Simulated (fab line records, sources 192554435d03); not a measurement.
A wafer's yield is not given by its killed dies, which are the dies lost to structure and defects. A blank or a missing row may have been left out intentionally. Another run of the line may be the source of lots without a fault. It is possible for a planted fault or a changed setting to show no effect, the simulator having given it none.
Matching of chambers :: flow n5Finfet :: N5_HKMG_FIN_ALD_71 on aldMetal-04 has 4 sister chambers
The step deposits TiN, target thk 1 nm, pulse time 1 s, purge time 3 s. 4 wafers are shown with their chamber, then 8 later ones without.

== EACH WAFER AND ITS CHAMBER ==
wafer: L077.1
chamber: 1
heaterPowerW (W): 852

wafer: L085.3
chamber: 3
heaterPowerW (W): 879

wafer: L085.4
chamber: 0
heaterPowerW (W): 735

wafer: L087.1
chamber: 2
heaterPowerW (W): 874

== WAFERS WHOSE CHAMBER IS MISSING ==
wafer: L087.4
heaterPowerW (W): 872

wafer: L087.5
heaterPowerW (W): 878

wafer: L089.3
heaterPowerW (W): 863

wafer: L089.4
heaterPowerW (W): 858

wafer: L089.6
heaterPowerW (W): 862

wafer: L092.1
heaterPowerW (W): 727

wafer: L092.2
heaterPowerW (W): 852

wafer: L092.5
heaterPowerW (W): 831

== CHAMBER TAKEN BY EACH ==
wafer: L087.4
from the rows above: can't be placed: 2 or 3 or 1
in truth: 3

wafer: L087.5
from the rows above: can't be placed: 3 or 2
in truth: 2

wafer: L089.3
from the rows above: can't be placed: 1 or 2 or 3
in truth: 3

wafer: L089.4
from the rows above: can't be placed: 1 or 2 or 3
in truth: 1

wafer: L089.6
from the rows above: can't be placed: 1 or 2 or 3
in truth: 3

wafer: L092.1
from the rows above: 0
in truth: 0

wafer: L092.2
from the rows above: 1
in truth: 1

wafer: L092.5
from the rows above: 1
in truth: 1
Placed correctly: 3 of 8. Cannot be placed on the basis of these rows: 5; the candidates contain the true chamber in 5. 0 placed wrongly.
How it was worked out, from the rows above alone: a wafer's distance from a chamber is the root of the sum, over the readings, of the square of ((its reading less the chamber's mean) divided by the reading's scatter). If the next closest chamber is less than 2 further off than the closest, the wafer can't be placed; otherwise it belongs to the closest. Each chamber's mean is taken over the wafers shown for it. The scatter (one wafer shown for each chamber): square how far every hidden wafer sits from the nearest shown wafer, average those squares and take the square root.
